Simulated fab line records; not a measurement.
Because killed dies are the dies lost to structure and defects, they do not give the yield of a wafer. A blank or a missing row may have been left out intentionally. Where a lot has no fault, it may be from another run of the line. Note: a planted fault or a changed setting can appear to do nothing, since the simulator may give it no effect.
Chamber matching | flow nand_harc | 4 sister chambers for NHARC_A_STAIRCASE_ETCH_313 on rie_diel-12
The step etches the open film in CF4/CHF3. 14 wafers are shown with their chamber, then 7 later ones without.

== WAFERS, EACH WITH ITS CHAMBER ==
wafer  | chamber | showerhead_plenum_p_Torr (Torr) | drypump_motor_current_A (A) | rf_vpp_V (V)
L079.1 | 0       | 1.49                            | 6.5                         | 368.5
L079.2 | 1       | 1.54                            | 5.2                         | 369.6
L079.6 | 1       | 1.54                            | 5.2                         | 368.8
L083.2 | 1       | 1.54                            | 5.2                         | 369.7
L083.4 | 0       | 1.49                            | 6.6                         | 368.7
L083.6 | 1       | 1.54                            | 5.2                         | 369.7
L086.2 | 0       | 1.49                            | 6.5                         | 367.0
L086.3 | 3       | 1.51                            | 5.7                         | 368.5
L086.4 | 2       | 1.49                            | 6.1                         | 367.8
L087.2 | 1       | 1.53                            | 5.1                         | 369.0
L087.3 | 3       | 1.51                            | 5.7                         | 368.9
L087.4 | 2       | 1.49                            | 6.0                         | 367.5
L088.3 | 2       | 1.49                            | 6.0                         | 367.0
L088.4 | 1       | 1.53                            | 5.2                         | 369.5

SIGNATURES (averages over the wafers above)
reading                  | chamber 0 | chamber 1 | chamber 2 | chamber 3 | scatter within a chamber
showerhead_plenum_p_Torr | 1.4900    | 1.5367    | 1.4900    | 1.5100    | 0.00365
drypump_motor_current_A  | 6.533     | 5.183     | 6.033     | 5.700     | 0.0465
rf_vpp_V                 | 368.067   | 369.383   | 367.433   | 368.700   | 0.537
Rule: for a wafer and a chamber, the distance is found by dividing, reading by reading, the gap between the wafer's reading and the chamber's mean by the reading's scatter, squaring, summing and taking the root. If the next closest chamber is less than 2 further off than the closest, the wafer can't be placed; otherwise it belongs to the closest. The scatter is the square root of a quotient: the sum, over the shown wafers, of each reading's squared deviation from its chamber's mean, divided by wafers minus chambers.

== WAFERS WITHOUT THEIR CHAMBER ==
wafer  | showerhead_plenum_p_Torr (Torr) | drypump_motor_current_A (A) | rf_vpp_V (V)
L088.6 | 1.49                            | 6.0                         | 368.3
L090.1 | 1.49                            | 6.6                         | 366.8
L090.4 | 1.49                            | 6.0                         | 368.5
L090.6 | 1.51                            | 5.7                         | 368.1
L097.3 | 1.48                            | 6.0                         | 368.2
L097.5 | 1.50                            | 5.7                         | 368.8
L097.6 | 1.48                            | 6.0                         | 367.1

== EACH ONE'S CHAMBER ==
wafer  | from the rows above | in truth
L088.6 | 2                   | 2
L090.1 | 0                   | 0
L090.4 | 2                   | 2
L090.6 | 3                   | 3
L097.3 | 2                   | 2
L097.5 | 3                   | 3
L097.6 | 2                   | 2
Correct placement for 7 of the 7. Left unplaced by these rows: 0. 0 placed wrongly.
